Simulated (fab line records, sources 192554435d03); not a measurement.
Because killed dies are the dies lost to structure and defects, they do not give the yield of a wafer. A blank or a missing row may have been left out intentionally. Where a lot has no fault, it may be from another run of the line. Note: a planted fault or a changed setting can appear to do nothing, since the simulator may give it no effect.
Lot-split experiment / flow n5-finfet / 39 wafers read from 7 lots, route of 1938 steps

## THE SPLIT ITSELF
At N5_HKMG_FIN_ETCH_58 (etches SOC in N2/H2, target depth 215.8 nm, time 741 s), the setting source-w was moved away from the recipe's 875 W on 15 of the 39 wafers read, by -18.6% to +13.6%. For the rest of the wafers, this setting stayed at what the recipe calls for.

The reading comes from the split's own step.

## THE READING
rf-vpp-V, in V, at N5_HKMG_FIN_ETCH_58 (etches SOC in N2/H2, target depth 215.8 nm, time 741 s). A value of 99.1 V with a standard deviation of 0.95 V is what fault-free wafers of this fab line usually give.

wafer=L074.1; tool, chamber at the split=rie-diel-02, 3; source-w as run, W=817.2; against the recipe=-6.6%; rf-vpp-V, V=103.8; against lot-mates on the recipe=+5.2
wafer=L074.2; tool, chamber at the split=rie-diel-02, 1; source-w as run, W=875; against the recipe=recipe; rf-vpp-V, V=99.2; against lot-mates on the recipe=-
wafer=L074.3; tool, chamber at the split=rie-diel-02, 0; source-w as run, W=817.2; against the recipe=-6.6%; rf-vpp-V, V=102.0; against lot-mates on the recipe=+3.4
wafer=L074.4; tool, chamber at the split=rie-diel-02, 2; source-w as run, W=875; against the recipe=recipe; rf-vpp-V, V=98.5; against lot-mates on the recipe=-
wafer=L074.5; tool, chamber at the split=rie-diel-02, 3; source-w as run, W=875; against the recipe=recipe; rf-vpp-V, V=98.1; against lot-mates on the recipe=-
wafer=L074.6; tool, chamber at the split=rie-diel-02, 0; source-w as run, W=817.2; against the recipe=-6.6%; rf-vpp-V, V=103.4; against lot-mates on the recipe=+4.8
wafer=L076.1; tool, chamber at the split=rie-diel-02, 2; source-w as run, W=875; against the recipe=recipe; rf-vpp-V, V=99.4; against lot-mates on the recipe=-
wafer=L076.2; tool, chamber at the split=rie-diel-02, 0; source-w as run, W=875; against the recipe=recipe; rf-vpp-V, V=98.7; against lot-mates on the recipe=-
wafer=L076.3; tool, chamber at the split=rie-diel-02, 3; source-w as run, W=875; against the recipe=recipe; rf-vpp-V, V=99.8; against lot-mates on the recipe=-
wafer=L076.4; tool, chamber at the split=rie-diel-02, 1; source-w as run, W=993.9; against the recipe=+13.6%; rf-vpp-V, V=94.4; against lot-mates on the recipe=-4.9
wafer=L076.5; tool, chamber at the split=rie-diel-02, 0; source-w as run, W=993.9; against the recipe=+13.6%; rf-vpp-V, V=95.3; against lot-mates on the recipe=-4.0
wafer=L076.6; tool, chamber at the split=rie-diel-02, 3; source-w as run, W=993.9; against the recipe=+13.6%; rf-vpp-V, V=93.5; against lot-mates on the recipe=-5.8
wafer=L077.1; tool, chamber at the split=rie-diel-06, 3; source-w as run, W=981.4; against the recipe=+12.2%; rf-vpp-V, V=93.2; against lot-mates on the recipe=-4.7
wafer=L077.2; tool, chamber at the split=rie-diel-06, 1; source-w as run, W=875; against the recipe=recipe; rf-vpp-V, V=98.0; against lot-mates on the recipe=-
wafer=L077.3; tool, chamber at the split=rie-diel-06, 0; source-w as run, W=981.4; against the recipe=+12.2%; rf-vpp-V, V=93.9; against lot-mates on the recipe=-4.0
wafer=L077.4; tool, chamber at the split=rie-diel-06, 2; source-w as run, W=981.4; against the recipe=+12.2%; rf-vpp-V, V=95.4; against lot-mates on the recipe=-2.5
wafer=L077.5; tool, chamber at the split=rie-diel-06, 2; source-w as run, W=875; against the recipe=recipe; rf-vpp-V, V=98.6; against lot-mates on the recipe=-
wafer=L077.6; tool, chamber at the split=rie-diel-06, 1; source-w as run, W=875; against the recipe=recipe; rf-vpp-V, V=97.0; against lot-mates on the recipe=-
wafer=L083.1; tool, chamber at the split=rie-diel-06, 1; source-w as run, W=875; against the recipe=recipe; rf-vpp-V, V=98.0; against lot-mates on the recipe=-
wafer=L083.2; tool, chamber at the split=rie-diel-06, 0; source-w as run, W=712.1; against the recipe=-18.6%; rf-vpp-V, V=105.4; against lot-mates on the recipe=+7.1
wafer=L083.3; tool, chamber at the split=rie-diel-06, 3; source-w as run, W=875; against the recipe=recipe; rf-vpp-V, V=99.8; against lot-mates on the recipe=-
wafer=L083.4; tool, chamber at the split=rie-diel-06, 3; source-w as run, W=875; against the recipe=recipe; rf-vpp-V, V=97.1; against lot-mates on the recipe=-
wafer=L083.5; tool, chamber at the split=rie-diel-06, 1; source-w as run, W=712.1; against the recipe=-18.6%; rf-vpp-V, V=106.6; against lot-mates on the recipe=+8.3
wafer=L083.6; tool, chamber at the split=rie-diel-06, 0; source-w as run, W=712.1; against the recipe=-18.6%; rf-vpp-V, V=106.0; against lot-mates on the recipe=+7.7
wafer=L082.1; tool, chamber at the split=rie-diel-05, 3; source-w as run, W=875; against the recipe=recipe; rf-vpp-V, V=98.7; against lot-mates on the recipe=-
wafer=L082.4; tool, chamber at the split=rie-diel-05, 1; source-w as run, W=875; against the recipe=recipe; rf-vpp-V, V=99.6; against lot-mates on the recipe=-
wafer=L082.5; tool, chamber at the split=rie-diel-05, 1; source-w as run, W=875; against the recipe=recipe; rf-vpp-V, V=99.1; against lot-mates on the recipe=-
wafer=L085.1; tool, chamber at the split=rie-diel-02, 0; source-w as run, W=976.1; against the recipe=+11.6%; rf-vpp-V, V=95.4; against lot-mates on the recipe=-4.6
wafer=L085.2; tool, chamber at the split=rie-diel-02, 3; source-w as run, W=875; against the recipe=recipe; rf-vpp-V, V=99.5; against lot-mates on the recipe=-
wafer=L085.3; tool, chamber at the split=rie-diel-02, 1; source-w as run, W=976.1; against the recipe=+11.6%; rf-vpp-V, V=96.8; against lot-mates on the recipe=-3.2
wafer=L085.4; tool, chamber at the split=rie-diel-02, 2; source-w as run, W=875; against the recipe=recipe; rf-vpp-V, V=100.7; against lot-mates on the recipe=-
wafer=L085.5; tool, chamber at the split=rie-diel-02, 1; source-w as run, W=976.1; against the recipe=+11.6%; rf-vpp-V, V=96.4; against lot-mates on the recipe=-3.6
wafer=L085.6; tool, chamber at the split=rie-diel-02, 0; source-w as run, W=875; against the recipe=recipe; rf-vpp-V, V=99.8; against lot-mates on the recipe=-
wafer=L091.1; tool, chamber at the split=rie-diel-06, 1; source-w as run, W=875; against the recipe=recipe; rf-vpp-V, V=98.3; against lot-mates on the recipe=-
wafer=L091.2; tool, chamber at the split=rie-diel-06, 0; source-w as run, W=875; against the recipe=recipe; rf-vpp-V, V=99.0; against lot-mates on the recipe=-
wafer=L091.3; tool, chamber at the split=rie-diel-06, 2; source-w as run, W=875; against the recipe=recipe; rf-vpp-V, V=99.8; against lot-mates on the recipe=-
wafer=L091.4; tool, chamber at the split=rie-diel-06, 3; source-w as run, W=875; against the recipe=recipe; rf-vpp-V, V=97.7; against lot-mates on the recipe=-
wafer=L091.5; tool, chamber at the split=rie-diel-06, 1; source-w as run, W=875; against the recipe=recipe; rf-vpp-V, V=98.8; against lot-mates on the recipe=-
wafer=L091.6; tool, chamber at the split=rie-diel-06, 2; source-w as run, W=875; against the recipe=recipe; rf-vpp-V, V=99.3; against lot-mates on the recipe=-

THE FIT
A straight line over all 39 wafers: rf-vpp-V changes by -0.365 V for each +1% of source-w; r = -0.94; the points scatter about the line by 1.1 V.
The same after taking each lot's own level away (the mean of its wafers on the recipe; 39 wafers): -0.388 V for each +1%; r = -0.96; scatter 0.9 V.
Per that fit: largest source-w move, reading shift of 7.2 V.
Measured against the standard deviation above, the lots' own levels, which go from 97.87 to 100.00 V, span 2.2 times it.
Consequently the slope shifts little with the lot-to-lot level, the two slopes agreeing.
Check: +7.67 V against its lot-mates is what the line predicts for one of the wafers moved furthest among these (-18.6%) when that wafer is left out of the fit. It came out at +7.1 V against them.
Tool readings at the split's step, against how far the setting was moved: rf-vpp-V r = -0.94.

## THE WHOLE CHAIN: every reading that the file lists as answering this split, in the file's order
step=N5_HKMG_FIN_ETCH_58; what it does=etches SOC in N2/H2, target depth 215.8 nm, time 741 s; reading=rf-vpp-V; change (the file's fit)=-0.383 V for each +1% of the setting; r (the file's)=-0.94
step=N5_HKMG_FIN_ETCH_58; what it does=etches SOC in N2/H2, target depth 215.8 nm, time 741 s; reading=HKMG_FIN.feature-depth-nm (the simulator's own value, which no gauge read); change (the file's fit)=+1.88 nm for each +1% of the setting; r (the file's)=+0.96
step=N5_HKMG_FIN_ETCH_58; what it does=etches SOC in N2/H2, target depth 215.8 nm, time 741 s; reading=etch.depth-nm (the simulator's own value, which no gauge read); change (the file's fit)=+1.88 nm for each +1% of the setting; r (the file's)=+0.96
step=N5_HKMG_FIN_ETCH_58; what it does=etches SOC in N2/H2, target depth 215.8 nm, time 741 s; reading=SOC_of_HKMG_FIN_COAT_41.thk-nm (the simulator's own value, which no gauge read); change (the file's fit)=-1.87 nm for each +1% of the setting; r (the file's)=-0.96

## THE FILE'S OWN FIT
rf-vpp-V changes by -0.383 V for each +1% of source-w, r = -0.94.
